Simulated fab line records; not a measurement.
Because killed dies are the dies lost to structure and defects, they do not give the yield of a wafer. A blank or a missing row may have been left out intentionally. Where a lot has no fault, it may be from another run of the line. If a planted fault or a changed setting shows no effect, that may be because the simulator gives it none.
fab line records -- flow n5Finfet
record lots=7, wafers=39
route steps=1938 shown ZERO_LAYER@11 FIN_SAQP@102 SD_EPI_N@278 SDB@373 MOL_CONTACT_COAG@542 BEOL_M1@751 BEOL_M2@882 BEOL_M3@993
startH: the number of hours between the record's first day and the start of the first shown wafer of the lot -- waitH: time in hours since the lot's previous step -- " repeats the value in the row above -- L1.1+2: one row covering several wafers at once -- - either no value or no given start -- * or withheld: withheld -- < > ~ a bound
route shown NAME@n: a module of which the file shows steps, and the number in the route of the first -- usual: mean and standard deviation over wafers with no fault -- same: alike in all rows -- chamber/n: place in a boat -- sites: the reading at each site -- _std_site: their standard deviation -- _edge_site: the outer-site mean with the inner-site mean subtracted -- radiusMm: for every site, how far away it sits from the centre of the wafer -- mask NAME#n: copy n -- behind: tool/chamber where the wafer was last shaped -- hold: reason for holding the lot/hours on hold/outcome of the hold -- device: which transistor (n, p or np) failed to switch -- end of line: the tests these same wafers got at the end of their route -- a step without rows: its recipe alone -- killed: count of dies lost to structure and defects at first sort (not the wafer's yield) -- map: a wafer's dies, x killed, . not, _ none there
set.NAME: the setting the step ran with; set.NAME@STEP: the setting that earlier step ran with -- model.NAME: the simulator's own value behind a step, which no gauge read
lots whose settings were changed on purpose; a table a step, a row a wafer
## steps
# step N5_ZERO_LAYER_DEVELOP_10
# recipe developTimeS=60, rinseLiquid=diw, dry=airSpin, devTempC=21
lot.wafer,tool,chamber,startH,waitH,set.developTimeS
L076.1+2+5,lithoTrack-05,0,-,-,60
L076.3+4+6,lithoTrack-05,0,-,-,94.92
L084.1+2+6,lithoTrack-05,0,-,-,60
L084.3+4+5,lithoTrack-05,0,-,-,91.08
L085.1+4+6,lithoTrack-05,0,-,-,60
L085.2+3+5,lithoTrack-05,0,-,-,42.82
L088.1+2+5,lithoTrack-03,0,-,-,92.14
L088.3+4+6,lithoTrack-03,0,-,-,60
L095.1+3+6,lithoTrack-02,0,-,-,60
L096.1+3+6,lithoTrack-03,0,-,-,60
L096.2+4+5,lithoTrack-03,0,-,-,94.85
L097.1+5+6,lithoTrack-02,0,-,-,60
L097.2+3+4,lithoTrack-02,0,-,-,29.91
# step N5_ZERO_LAYER_HARDBAKE_23
# recipe tempC=130, timeS=120
# step N5_ZERO_LAYER_CD_MEAS_11
# recipe targetCdNm=2000, landingEnergyEv=500, detector=seInlens
# usual cdNm=1999.5/1.4
lot.wafer,tool,chamber,startH,waitH,set.developTimeS@ZERO_LAYER_DEVELOP_10,cdNm
L076.1,cdSem-03,0,24.77,-,60,1998.1
L076.2,cdSem-03,0,24.77,-,60,1999.1
L076.3,cdSem-03,0,24.77,-,94.92,2008.9
L076.4,cdSem-03,0,24.77,-,94.92,2007.6
L076.5,cdSem-03,0,24.77,-,60,1997.3
L076.6,cdSem-03,0,24.77,-,94.92,2008.5
L084.1,cdSem-02,0,72.79,-,60,2001.4
L084.2,cdSem-02,0,72.79,-,60,1997.6
L084.3,cdSem-02,0,72.79,-,91.08,2009.4
L084.4,cdSem-02,0,72.79,-,91.08,2008.9
L084.5,cdSem-02,0,72.79,-,91.08,2007.6
L084.6,cdSem-02,0,72.79,-,60,1998.6
L085.1,cdSem-02,0,78.66,-,60,1998.5
L085.2,cdSem-02,0,78.66,-,42.82,1991.7
L085.3,cdSem-02,0,78.66,-,42.82,1992.4
L085.4,cdSem-02,0,78.66,-,60,2000.9
L085.5,cdSem-02,0,78.66,-,42.82,1993.6
L085.6,cdSem-02,0,78.66,-,60,1999.5
L088.1,cdSem-02,0,96.64,-,92.14,2010.7
L088.2,cdSem-02,0,96.64,-,92.14,2010.3
L088.3,cdSem-02,0,96.64,-,60,1999.7
L088.4,cdSem-02,0,96.64,-,60,2002.3
L088.5,cdSem-02,0,96.64,-,92.14,2011.1
L088.6,cdSem-02,0,96.64,-,60,2001.1
L095.1,cdSem-02,0,138.64,-,60,1998.9
L095.3,cdSem-02,0,138.64,-,60,1999.7
L095.6,cdSem-02,0,138.64,-,60,1997.3
L096.1,cdSem-01,0,144.64,-,60,1997.6
L096.2,cdSem-01,0,144.64,-,94.85,2007.7
L096.3,cdSem-01,0,144.64,-,60,1999.4
L096.4,cdSem-01,0,144.64,-,94.85,2007.8
L096.5,cdSem-01,0,144.64,-,94.85,2006.1
L096.6,cdSem-01,0,144.64,-,60,2000.5
L097.1,cdSem-03,0,150.77,-,60,1998.5
L097.2,cdSem-03,0,150.77,-,29.91,1984.8
L097.3,cdSem-03,0,150.77,-,29.91,1984.4
L097.4,cdSem-03,0,150.77,-,29.91,1984.7
L097.5,cdSem-03,0,150.77,-,60,1999.7
L097.6,cdSem-03,0,150.77,-,60,1997.2
# step N5_ZERO_LAYER_DESCUM_16
# recipe chemistry=O2, timeS=7.9, sourcePowerW=50, biasPowerW=20, pressureMtorr=20, rfFrequencyHz=2.712e+07, tempC=40, o2FlowSccm=225
lot.wafer,tool,chamber,startH,waitH,set.developTimeS@ZERO_LAYER_DEVELOP_10,model.ZERO_LAYER.cdNm
L076.1,rieDiel-04,3,24.81,0.0,60,1998
L076.2,rieDiel-04,1,24.81,0.0,60,1999
L076.3+6,rieDiel-04,"2,3",24.81,0.0,94.92,2009
L076.4,rieDiel-04,1,24.81,0.0,94.92,2007
L076.5,rieDiel-04,2,24.81,0.0,60,1997
L084.1,rieDiel-02,3,72.83,0.0,60,2001
L084.2,rieDiel-02,2,72.83,0.0,60,1998
L084.3+4,rieDiel-02,"0,1",72.83,0.0,91.08,2009
L084.5,rieDiel-02,0,72.83,0.0,91.08,2008
L084.6,rieDiel-02,3,72.83,0.0,60,1999
L085.1+6,rieDiel-01,"3,0",78.89,0.2,60,1999
L085.2+3,rieDiel-01,"1,0",78.89,0.2,42.82,1992
L085.4,rieDiel-01,2,78.89,0.2,60,2001
L085.5,rieDiel-01,3,78.89,0.2,42.82,1993
L088.1+5,rieDiel-01,"2,0",96.68,0.0,92.14,2011
L088.2,rieDiel-01,3,96.68,0.0,92.14,2010
L088.3,rieDiel-01,0,96.68,0.0,60,2000
L088.4,rieDiel-01,1,96.68,0.0,60,2002
L088.6,rieDiel-01,3,96.68,0.0,60,2001
L095.1,rieDiel-02,3,138.68,0.0,60,1999
L095.3,rieDiel-02,0,138.68,0.0,60,2000
L095.6,rieDiel-02,0,138.68,0.0,60,-
L096.1,rieDiel-04,1,144.68,0.0,60,1998
L096.2+4,rieDiel-04,"3,0",144.68,0.0,94.85,2008
L096.3,rieDiel-04,2,144.68,0.0,60,1999
L096.5,rieDiel-04,1,144.68,0.0,94.85,2006
L096.6,rieDiel-04,2,144.68,0.0,60,2000
L097.1,rieDiel-02,2,151.12,0.3,60,-
L097.2+3,rieDiel-02,"1,3",151.12,0.3,29.91,1984
L097.4,rieDiel-02,0,151.12,0.3,29.91,1985
L097.5,rieDiel-02,2,151.12,0.3,60,2000
L097.6,rieDiel-02,3,151.12,0.3,60,1997
# step N5_FIN_SAQP_HM_DEP_72
# recipe material=SiO2, targetThkA=120, tempC=400, precursor=SiH4/N2O, pressureTorr=0.75, rfW=275, timeS=7.2
lot.wafer,tool,chamber,startH,waitH,set.timeS,model.SiO2_of_FIN_SAQP_HM_DEP_72.thkNm
L076.1,pecvd-04,0,33.07,0.0,7.2,12.07
L076.2,pecvd-04,2,33.07,0.0,2.968,5.192
L076.3,pecvd-04,1,33.07,0.0,2.968,4.958
L076.4,pecvd-04,1,33.07,0.0,7.2,12.13
L076.5,pecvd-04,0,33.07,0.0,7.2,12.26
L076.6,pecvd-04,2,33.07,0.0,2.968,5.289
L084.1,pecvd-01,2,81.33,0.0,8.539,13.97
L084.2,pecvd-01,0,81.33,0.0,8.539,14.29
L084.3,pecvd-01,1,81.33,0.0,7.2,11.84
L084.4,pecvd-01,1,81.33,0.0,8.539,14.25
L084.5,pecvd-01,0,81.33,0.0,7.2,11.99
L084.6,pecvd-01,2,81.33,0.0,7.2,11.95
L085.1,pecvd-01,2,87.24,0.0,7.2,11.9
L085.2,pecvd-01,0,87.24,0.0,7.2,12.07
L085.3,pecvd-01,1,87.24,0.0,11.17,18.42
L085.4,pecvd-01,1,87.24,0.0,11.17,18.77
L085.5,pecvd-01,2,87.24,0.0,7.2,12.1
L085.6,pecvd-01,0,87.24,0.0,11.17,18.73
L088.1,pecvd-01,1,105.07,0.0,7.2,12.02
L088.2,pecvd-01,2,105.07,0.0,11.13,18.42
L088.3,pecvd-01,0,105.07,0.0,7.2,11.92
L088.4,pecvd-01,1,105.07,0.0,11.13,18.66
L088.5,pecvd-01,2,105.07,0.0,7.2,12.23
L088.6,pecvd-01,0,105.07,0.0,11.13,18.74
L095.1,pecvd-01,1,147.32,0.0,7.2,12.04
L095.3,pecvd-01,0,147.32,0.0,7.2,11.78
L095.6,pecvd-01,2,147.32,0.0,7.2,12.02
L096.1,pecvd-01,0,153.07,0.0,7.2,11.86
L096.2,pecvd-01,2,153.07,0.0,4.981,8.004
L096.3,pecvd-01,1,153.07,0.0,4.981,8.213
L096.4,pecvd-01,2,153.07,0.0,7.2,12.16
L096.5,pecvd-01,1,153.07,0.0,7.2,11.99
L096.6,pecvd-01,0,153.07,0.0,4.981,8.333
L097.1,pecvd-01,1,159.14,0.0,7.2,11.91
L097.2+3,pecvd-01,"2,0",159.14,0.0,7.2,11.79
L097.4,pecvd-01,2,159.14,0.0,7.2,12.27
L097.5,pecvd-01,0,159.14,0.0,7.2,11.87
L097.6,pecvd-01,1,159.14,0.0,7.2,12.17
# step N5_FIN_SAQP_COAT_49
# recipe resist=SOC, tempC=250, timeS=60, spinRpm=1500, resistThkNm=100
# step N5_FIN_SAQP_COAT_50
# recipe resist=SiARC, tempC=220, timeS=60, spinRpm=1500, resistThkNm=35
# step N5_FIN_SAQP_ETCH_52
# recipe chemistry=N2/H2, target=SOC, targetDepthA=1000, overetchA=200, maskMaterial=SiARC, tempC=40, timeS=150, ionEnergyEv=200, pressureMtorr=30, sourceW=840, biasW=150, n2FlowSccm=200, h2FlowSccm=200, ends=endPoint
# step N5_FIN_SAQP_STRIP_53
# recipe chemistry=N2/H2, tempC=40, n2FlowSccm=200, h2FlowSccm=200, rfFrequencyHz=6e+07
# step N5_FIN_SAQP_HM_OPEN_73
# recipe chemistry=CHF3/O2, target=SiO2, stopOn=a-Si, targetDepthA=120, overEtchFrac=1.8, maskMaterial=SOC, timeS=16.8, pressureMtorr=30, sourceW=650, biasW=170, Ar_flow_sccm=200, CHF3_flow_sccm=50, O2_flow_sccm=5, ionEnergyEv=200, ends=endPoint
# usual oesProductAu=0.47/0.038
lot.wafer,tool,chamber,startH,waitH,set.timeS@FIN_SAQP_HM_DEP_72,oesProductAu,model.etch.depthNm
L076.1,rieDiel-03,0,33.78,0.0,7.2,0.47,12.07
L076.2,rieDiel-03,2,33.78,0.0,2.968,0.38,5.192
L076.3,rieDiel-03,1,33.78,0.0,2.968,0.32,4.958
L076.4,rieDiel-03,2,33.78,0.0,7.2,0.48,12.13
L076.5,rieDiel-03,0,33.78,0.0,7.2,0.48,12.26
L076.6,rieDiel-03,1,33.78,0.0,2.968,0.33,5.289
L084.1,rieDiel-05,0,82.08,0.0,8.539,0.50,13.97
L084.2,rieDiel-05,1,82.08,0.0,8.539,0.46,14.29
L084.3,rieDiel-05,2,82.08,0.0,7.2,0.45,11.84
L084.4,rieDiel-05,2,82.08,0.0,8.539,0.48,14.25
L084.5,rieDiel-05,0,82.08,0.0,7.2,0.46,11.99
L084.6,rieDiel-05,1,82.08,0.0,7.2,0.42,11.95
L085.1,rieDiel-05,1,87.99,0.0,7.2,0.43,11.9
L085.2,rieDiel-05,0,87.99,0.0,7.2,0.47,12.07
L085.3,rieDiel-05,2,87.99,0.0,11.17,0.54,18.42
L085.4,rieDiel-05,1,87.99,0.0,11.17,0.52,18.77
L085.5,rieDiel-05,2,87.99,0.0,7.2,0.45,12.1
L085.6,rieDiel-05,0,87.99,0.0,11.17,0.56,18.73
L088.1,rieDiel-06,0,105.81,0.0,7.2,0.46,12.02
L088.2,rieDiel-06,3,105.81,0.0,11.13,0.58,18.42
L088.3,rieDiel-06,2,105.81,0.0,7.2,0.45,11.92
L088.4,rieDiel-06,1,105.81,0.0,11.13,0.60,18.66
L088.5,rieDiel-06,3,105.81,0.0,7.2,0.50,12.23
L088.6,rieDiel-06,2,105.81,0.0,11.13,0.54,18.74
L095.1,rieDiel-06,2,148.31,0.0,7.2,0.43,12.04
L095.3,rieDiel-06,0,148.31,0.0,7.2,0.45,11.78
L095.6,rieDiel-06,2,148.31,0.0,7.2,0.44,12.02
L096.1,rieDiel-06,1,153.81,0.0,7.2,0.48,11.86
L096.2,rieDiel-06,2,153.81,0.0,4.981,0.38,8.004
L096.3,rieDiel-06,3,153.81,0.0,4.981,0.42,8.213
L096.4,rieDiel-06,0,153.81,0.0,7.2,0.45,12.16
L096.5,rieDiel-06,1,153.81,0.0,7.2,0.48,11.99
L096.6,rieDiel-06,0,153.81,0.0,4.981,0.40,8.333
L097.1,rieDiel-06,1,159.88,0.0,7.2,0.48,11.91
L097.2,rieDiel-06,0,159.88,0.0,7.2,0.45,11.79
L097.3,rieDiel-06,2,159.88,0.0,7.2,0.43,11.79
L097.4,rieDiel-06,3,159.88,0.0,7.2,0.48,12.27
L097.5,rieDiel-06,2,159.88,0.0,7.2,0.43,11.87
L097.6,rieDiel-06,1,159.88,0.0,7.2,0.48,12.17
# step N5_SD_EPI_N_ETCH_45
# recipe chemistry=CH3F/O2, target=SiOCN, targetDepthA=60, maskMaterial=SOC, ionEnergyEv=60, biasW=29, pressureMtorr=15, sourceW=410, Ar_flow_sccm=150, CH3F_flow_sccm=30, O2_flow_sccm=20
lot.wafer,tool,chamber,startH,waitH,set.targetDepthA,model.etch.depthNm
L076.1,rieDiel-06,2,62.04,0.1,27,2.709
L076.2,rieDiel-06,3,62.04,0.1,60,6.067
L076.3,rieDiel-06,0,62.04,0.1,27,2.707
L076.4,rieDiel-06,1,62.04,0.1,27,2.716
L076.5,rieDiel-06,1,62.04,0.1,60,6.094
L076.6,rieDiel-06,2,62.04,0.1,60,6.008
L084.1,rieDiel-03,2,111.34,0.1,76.35,7.72
L084.2,rieDiel-03,0,111.34,0.1,60,6.024
L084.3,rieDiel-03,3,111.34,0.1,76.35,7.727
L084.4,rieDiel-03,1,111.34,0.1,76.35,7.794
L084.5,rieDiel-03,0,111.34,0.1,60,6.054
L084.6,rieDiel-03,1,111.34,0.1,60,6.11
L085.1,rieDiel-05,0,114.44,0.1,60,5.931
L085.2,rieDiel-05,2,114.44,0.1,79.26,7.829
L085.3,rieDiel-05,3,114.44,0.1,60,6.053
L085.4,rieDiel-05,1,114.44,0.1,60,5.817
L085.5,rieDiel-05,0,114.44,0.1,79.26,7.776
L085.6,rieDiel-05,3,114.44,0.1,79.26,7.967
L088.1,rieDiel-06,3,132.30,0.1,41.63,4.189
L088.2,rieDiel-06,2,132.30,0.1,41.63,4.225
L088.3,rieDiel-06,1,132.30,0.1,41.63,4.219
L088.4,rieDiel-06,0,132.30,0.1,60,6.062
L088.5,rieDiel-06,2,132.30,0.1,60,6.082
L088.6,rieDiel-06,3,132.30,0.1,60,6.147
L095.1,rieDiel-06,0,175.44,0.1,60,5.984
L095.3,rieDiel-06,3,175.44,0.1,60,6.035
L095.6,rieDiel-06,1,175.44,0.1,60,6.014
L096.1,rieDiel-05,0,180.75,0.1,88.01,8.67
L096.2,rieDiel-05,2,180.75,0.1,60,5.804
L096.3,rieDiel-05,3,180.75,0.1,88.01,8.797
L096.4,rieDiel-05,3,180.75,0.1,88.01,8.856
L096.5,rieDiel-05,2,180.75,0.1,60,5.809
L096.6,rieDiel-05,0,180.75,0.1,60,5.894
L097.1,rieDiel-03,0,189.19,0.1,60,5.972
L097.2,rieDiel-03,1,189.19,0.1,60,6.041
L097.3,rieDiel-03,2,189.19,0.1,60,6.01
L097.4,rieDiel-03,3,189.19,0.1,73.09,7.355
L097.5,rieDiel-03,2,189.19,0.1,73.09,7.3
L097.6,rieDiel-03,3,189.19,0.1,73.09,7.387
# step N5_SDB_ALD_29
# recipe material=SiNx, targetThkA=300, tempC=400, aldPrecursorFamily=SiH2I2, aldCoReactant=N2/H2-plasma, pulseTimeS=1, aldCycles=600, purgeTimeS=2, coReactantPurgeTimeS=2, pressureTorr=2
lot.wafer,tool,chamber,startH,waitH,set.aldCycles,model.SiNx_of_SDB_ALD_29.thkNm
L076.1+2+3+5+6,aldSin-04,"2,1,3,2,3",80.93,0.0,600,29.8
L076.4,aldSin-04,0,80.93,0.0,600,30
L084.1+3,aldSin-03,"1,3",127.69,0.0,941,47.2
L084.2+4+6,aldSin-03,"2,0,1",127.69,0.0,600,30
L084.5,aldSin-03,2,129.04,1.4,941,47
L085.1+5+6,aldSin-02,"3,3,0",131.50,0.0,942,47.2
L085.2+3+4,aldSin-02,"0,1,2",131.50,0.0,600,30
L088.1+2+6,aldSin-04,"1,2,2",150.53,0.0,600,30
L088.3+4+5,aldSin-04,"3,0,1",150.53,0.0,600,29.8
L095.1+6,aldSin-03,"2,3",193.96,0.0,600,30
L095.3,aldSin-03,0,193.96,0.0,600,30.2
L096.1+2+6,aldSin-03,"3,0,3",199.67,0.0,892,44.6
L096.3+4+5,aldSin-03,"1,2,0",199.67,0.0,600,30
L097.1+6,aldSin-03,"0,2",209.32,1.4,600,30
L097.2+4+5,aldSin-03,"1,2,1",209.32,1.4,466,23.2
L097.3,aldSin-03,3,209.32,1.4,600,29.8
# step N5_MOL_CONTACT_COAG_PRECLEAN_111
# recipe chemistry=NF3:NH3, afsCycles=1, tempC=30, timeS=20, sublimationTempC=180, sublimationTimeS=60, pressureTorr=3, rfPowerW=30
lot.wafer,tool,chamber,startH,waitH,set.timeS,model.SiNx_of_SPACER0_ALD_07.thkNm
L076.1+2+3,remotePlasma-02,0,103.30,0.2,27.52,0.8
L076.4+5+6,remotePlasma-02,0,103.30,0.2,20,1.2
L084.1+2+3,remotePlasma-01,0,149.25,0.2,12.76,1.4
L084.4+5+6,remotePlasma-01,0,149.25,0.2,20,1.2
L085.1+3+5,remotePlasma-01,0,153.75,1.2,20,1.2
L085.2+4+6,remotePlasma-01,0,153.75,1.2,25.14,1
L088.1+4+6,remotePlasma-01,0,172.73,1.5,20,1
L088.2+3+5,remotePlasma-01,0,172.73,1.5,20,1.2
L095.1+3+6,remotePlasma-02,0,217.65,0.2,20,1
L096.1+2+3+4+5+6,remotePlasma-02,1,225.31,0.3,20,1
L097.1+2+3+4+5+6,remotePlasma-02,1,234.06,2.5,20,1
# step N5_BEOL_M1_ILD_DEP_00
# recipe material=SiOC, targetThkA=790, tempC=350, precursor=DEMS/O2, pressureTorr=5, rfW=500, timeS=15.3
lot.wafer,tool,chamber,startH,waitH,set.targetThkA,model.SiOC_of_BEOL_M1_ILD_DEP_00.thkNm
L076.1,pecvd-02,2,131.75,0.0,1162,116.4
L076.2,pecvd-02,0,131.75,0.0,1162,116.6
L076.3,pecvd-02,1,131.75,0.0,790,79
L076.4,pecvd-02,1,131.75,0.0,1162,118.8
L076.5,pecvd-02,2,131.75,0.0,790,80.6
L076.6,pecvd-02,0,131.75,0.0,790,80
L084.1,pecvd-01,1,182.73,0.0,790,77.2
L084.2,pecvd-01,2,182.73,0.0,790,76.8
L084.3+5,pecvd-01,"0,1",182.73,0.0,645.4,62.6
L084.4,pecvd-01,2,182.73,0.0,645.4,63.2
L084.6,pecvd-01,0,182.73,0.0,790,78.2
L085.1,pecvd-04,1,185.72,0.0,790,78
L085.2,pecvd-04,0,185.72,0.0,790,77.6
L085.3,pecvd-04,2,185.72,0.0,454.7,44.2
L085.4,pecvd-04,1,185.72,0.0,790,79.2
L085.5,pecvd-04,0,185.72,0.0,454.7,45.4
L085.6,pecvd-04,2,185.72,0.0,454.7,44.8
L088.1,pecvd-01,2,203.48,0.0,790,78
L088.2,pecvd-01,0,203.48,0.0,561.8,55.8
L088.3,pecvd-01,1,203.48,0.0,790,77
L088.4,pecvd-01,0,203.48,0.0,790,79.6
L088.5,pecvd-01,1,203.48,0.0,561.8,57
L088.6,pecvd-01,2,203.48,0.0,561.8,56.4
L095.1,pecvd-01,0,246.84,0.0,790,79
L095.3,pecvd-01,2,246.84,0.0,790,77.6
L095.6,pecvd-01,1,246.84,0.0,790,79.2
L096.1,pecvd-02,0,261.70,0.0,1222,120.6
L096.2,pecvd-02,1,261.70,0.0,1222,122
L096.3,pecvd-02,1,261.70,0.0,790,79.2
L096.4,pecvd-02,0,261.70,0.0,1222,123
L096.5,pecvd-02,0,261.70,0.0,790,79
L096.6,pecvd-02,1,261.70,0.0,790,79.8
L097.1,pecvd-02,0,271.94,0.0,790,79.6
L097.2,pecvd-02,2,271.94,0.0,434.2,43.8
L097.3,pecvd-02,1,271.94,0.0,434.2,44.8
L097.4,pecvd-02,0,271.94,0.0,790,80.8
L097.5,pecvd-02,2,271.94,0.0,434.2,45
L097.6,pecvd-02,1,271.94,0.0,790,81.4
# step N5_BEOL_M1_THK_MEAS_01
# recipe reads=SiOC_of_BEOL_M1_ILD_DEP_00
# usual M1_ILD_THK=79.0/1.1
lot.wafer,tool,chamber,startH,waitH,set.targetThkA@BEOL_M1_ILD_DEP_00,M1_ILD_THK[nm]
L076.1,filmMetro-02,-,131.82,0.0,1162,116.4
L076.2,filmMetro-02,-,131.82,0.0,1162,116.6
L076.3,filmMetro-02,-,131.82,0.0,790,79.0
L076.4,filmMetro-02,-,131.82,0.0,1162,118.8
L076.5,filmMetro-02,-,131.82,0.0,790,80.5
L076.6,filmMetro-02,-,131.82,0.0,790,79.9
L084.1,filmMetro-01,-,182.80,0.0,790,77.2
L084.2,filmMetro-01,-,182.80,0.0,790,76.8
L084.3,filmMetro-01,-,182.80,0.0,645.4,62.6
L084.4,filmMetro-01,-,182.80,0.0,645.4,63.2
L084.5,filmMetro-01,-,182.80,0.0,645.4,62.5
L084.6,filmMetro-01,-,182.80,0.0,790,78.1
L085.1,filmMetro-01,-,185.79,0.0,790,78.0
L085.2,filmMetro-01,-,185.79,0.0,790,77.7
L085.3,filmMetro-01,-,185.79,0.0,454.7,44.3
L085.4,filmMetro-01,-,185.79,0.0,790,79.3
L085.5,filmMetro-01,-,185.79,0.0,454.7,45.4
L085.6,filmMetro-01,-,185.79,0.0,454.7,44.7
L088.1,filmMetro-02,-,203.55,0.0,790,78.1
L088.2,filmMetro-02,-,203.55,0.0,561.8,55.8
L088.3,filmMetro-02,-,203.55,0.0,790,77.0
L088.4,filmMetro-02,-,203.55,0.0,790,79.8
L088.5,filmMetro-02,-,203.55,0.0,561.8,57.0
L088.6,filmMetro-02,-,203.55,0.0,561.8,56.4
L095.1,filmMetro-02,-,246.91,0.0,790,78.9
L095.3,filmMetro-02,-,246.91,0.0,790,77.6
L095.6,filmMetro-02,-,246.91,0.0,790,79.2
L096.1,filmMetro-02,-,261.78,0.1,1222,120.8
L096.2,filmMetro-02,-,261.78,0.1,1222,122.0
L096.3,filmMetro-02,-,261.78,0.1,790,79.2
L096.4,filmMetro-02,-,261.78,0.1,1222,123.2
L096.5,filmMetro-02,-,261.78,0.1,790,79.0
L096.6,filmMetro-02,-,261.78,0.1,790,79.8
L097.1,filmMetro-01,-,272.01,0.0,790,79.6
L097.2,filmMetro-01,-,272.01,0.0,434.2,43.8
L097.3,filmMetro-01,-,272.01,0.0,434.2,44.7
L097.4,filmMetro-01,-,272.01,0.0,790,80.8
L097.5,filmMetro-01,-,272.01,0.0,434.2,45.0
L097.6,filmMetro-01,-,272.01,0.0,790,81.4
# step N5_BEOL_M2_ALD_98
# recipe material=SiO2, targetThkA=25, tempC=100, aldPrecursorFamily=BDEAS, aldCoReactant=O2-plasma, pulseTimeS=1, coReactantPulseTimeS=1, purgeTimeS=2, coReactantPurgeTimeS=2, aldCycles=17, pressureTorr=2
lot.wafer,tool,chamber,startH,waitH,set.aldCycles,model.SiO2_of_BEOL_M2_ALD_98.thkNm
L076.1+5+6,aldSin-02,"3,0,3",145.55,0.3,21,3
L076.2,aldSin-02,1,145.55,0.3,17,2.6
L076.3+4,aldSin-02,"2,0",145.55,0.3,17,2.4
L084.1+2+4,aldSin-02,"2,0,3",203.79,0.5,22,3.2
L084.3+5+6,aldSin-02,"1,0,1",203.79,0.5,17,2.4
L085.1,aldSin-02,2,209.68,1.1,17,2.4
L085.2+3+4+5+6,aldSin-02,"3,1,0,2,3",209.68,1.1,17,2.6
L088.1+3+6,aldSin-01,"0,2,3",243.65,0.2,11,1.6
L088.2+4+5,aldSin-01,"1,3,2",243.65,0.2,17,2.4
L095.1+3+6,aldSin-04,"1,3,1",264.14,0.3,17,2.6
L096.1+2+3,aldSin-04,"2,3,0",285.89,0.1,26,3.8
L096.4+5+6,aldSin-04,"1,1,2",285.89,0.1,17,2.4
L097.1+3+4,aldSin-02,"0,3,1",288.30,0.1,25,3.6
L097.2+5+6,aldSin-02,"2,3,2",288.30,0.1,17,2.4
# step N5_BEOL_M3_CVD_47
# recipe material=Co, targetThkA=30, tempC=withheld, precursor=CCTBA/H2, pressureTorr=30, timeS=223.8
lot.wafer,tool,chamber,startH,waitH,set.targetThkA,model.Co_of_BEOL_M3_CVD_47.thkNm
L076.1+2+5,cvdCo-01,"2,1,0",183.55,0.1,30,3
L076.3+4+6,cvdCo-01,"0,2,1",183.55,0.1,30,2.8
L084.1+6,cvdCo-01,"2,1",237.41,0.3,18.61,2
L084.2+3,cvdCo-01,"0,1",237.41,0.3,30,3
L084.4,cvdCo-01,2,237.41,0.3,30,3.2
L084.5,cvdCo-01,0,237.41,0.3,18.61,1.8
L085.1+2+4+6,cvdCo-01,"0,2,0,1",245.19,0.0,30,3.2
L085.3+5,cvdCo-01,"1,2",245.19,0.0,30,3
L088.1+6,cvdCo-01,"1,0",279.99,0.0,30,3.2
L088.2+3+4,cvdCo-01,"0,2,2",279.99,0.0,36.36,3.8
L088.5,cvdCo-01,1,279.99,0.0,30,3
L095.1+6,cvdCo-01,"0,2",312.70,0.2,30,3
L095.3,cvdCo-01,2,312.70,0.2,30,2.8
L097.1+4+5,cvdCo-01,"1,1,0",317.05,0.1,30,2.8
L097.2+3+6,cvdCo-01,"0,2,2",317.05,0.1,30,3
L096.1+5,cvdCo-01,"2,1",322.18,0.0,21.76,2.2
L096.2+3+4,cvdCo-01,"1,0,2",322.18,0.0,30,3
L096.6,cvdCo-01,0,322.18,0.0,21.76,2
## key
split step=N5_ZERO_LAYER_DEVELOP_10, setting=developTimeS, stated=60, by=wafer
response step=N5_ZERO_LAYER_CD_MEAS_11, reading=cdNm, change=+0.189, per=1%, r=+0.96
response step=N5_ZERO_LAYER_DESCUM_16, reading=model.ZERO_LAYER.cdNm, change=+0.186, per=1%, r=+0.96
split step=N5_FIN_SAQP_HM_DEP_72, setting=timeS, stated=7.2, by=wafer
response step=N5_FIN_SAQP_HM_DEP_72, reading=model.SiO2_of_FIN_SAQP_HM_DEP_72.thkNm, change=+0.12, per=1%, r=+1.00
response step=N5_FIN_SAQP_HM_OPEN_73, reading=oesProductAu, change=+0.002, per=1%, r=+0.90
response step=N5_FIN_SAQP_HM_OPEN_73, reading=model.etch.depthNm, change=+0.12, per=1%, r=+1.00
split step=N5_SD_EPI_N_ETCH_45, setting=targetDepthA, stated=60, by=wafer
response step=N5_SD_EPI_N_ETCH_45, reading=model.etch.depthNm, change=+0.0615, per=1%, r=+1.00
split step=N5_SDB_ALD_29, setting=aldCycles, stated=600, by=wafer
response step=N5_SDB_ALD_29, reading=model.SiNx_of_SDB_ALD_29.thkNm, change=+0.301, per=1%, r=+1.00
split step=N5_MOL_CONTACT_COAG_PRECLEAN_111, setting=timeS, stated=20, by=wafer
response step=N5_MOL_CONTACT_COAG_PRECLEAN_111, reading=model.SiNx_of_SPACER0_ALD_07.thkNm, change=-0.0081, per=1%, r=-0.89
split step=N5_BEOL_M1_ILD_DEP_00, setting=targetThkA, stated=790, by=wafer
response step=N5_BEOL_M1_ILD_DEP_00, reading=model.SiOC_of_BEOL_M1_ILD_DEP_00.thkNm, change=+0.787, per=1%, r=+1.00
response step=N5_BEOL_M1_THK_MEAS_01, reading=M1_ILD_THK, change=+0.788, per=1%, r=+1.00
split step=N5_BEOL_M2_ALD_98, setting=aldCycles, stated=17, by=wafer
response step=N5_BEOL_M2_ALD_98, reading=model.SiO2_of_BEOL_M2_ALD_98.thkNm, change=+0.0254, per=1%, r=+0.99
split step=N5_BEOL_M3_CVD_47, setting=targetThkA, stated=30, by=wafer
response step=N5_BEOL_M3_CVD_47, reading=model.Co_of_BEOL_M3_CVD_47.thkNm, change=+0.0306, per=1%, r=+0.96
